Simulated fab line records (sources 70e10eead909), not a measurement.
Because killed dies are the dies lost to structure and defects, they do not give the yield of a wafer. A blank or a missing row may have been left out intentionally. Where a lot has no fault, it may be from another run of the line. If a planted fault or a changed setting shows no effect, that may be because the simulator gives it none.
Chamber matching    flow nand-harc    NHARC_A_WL_FILL_ALD_02 on ald-metal-03: 4 sister chambers
The step deposits TiN, target thk 2 nm, pulse time 3 s, ald cycles 100. 7 wafers are shown with their chamber, then 7 later ones without.

## EACH WAFER AND ITS CHAMBER
wafer   chamber  heater-power-w (W)  precursor-pulse-height-rel
L817.2  1        1078                1.009
L817.3  2        970                 0.996
L823.2  3        1230                0.988
L823.5  1        1107                0.982
L823.6  0        1187                0.984
L824.3  0        1189                1.014
L824.4  3        1152                0.982

## WAFERS MISSING THEIR CHAMBER
wafer   heater-power-w (W)  precursor-pulse-height-rel
L824.5  1160                1.013
L829.3  1160                1.003
L829.5  1196                0.982
L829.6  1189                0.986
L828.2  1169                1.031
L828.4  977                 0.991
L828.5  1169                1.008

## EACH ONE'S CHAMBER
wafer   from the rows above           in truth
L824.5  can't be placed: 0 or 3 or 1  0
L829.3  can't be placed: 0 or 3 or 1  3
L829.5  can't be placed: 3 or 0       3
L829.6  can't be placed: 3 or 0       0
L828.2  can't be placed: 0 or 3 or 1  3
L828.4  2                             2
L828.5  can't be placed: 0 or 3 or 1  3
Correct placement for 1 of the 7. Can't be placed from these rows: 6 (the true chamber is among the candidates in 6). Wrongly placed: 0.
How it was worked out, from the rows above alone: a wafer's distance from a chamber is the root of the sum, over the readings, of the square of ((its reading less the chamber's mean) divided by the reading's scatter). If the next closest chamber is less than 2 further off than the closest, the wafer can't be placed; otherwise it belongs to the closest. For every chamber, the mean is computed from those of its wafers that are shown. How the scatter is found: for the shown wafers, subtract from each reading the mean of its chamber, square and add these, divide the total by (wafers less chambers), then take the root.
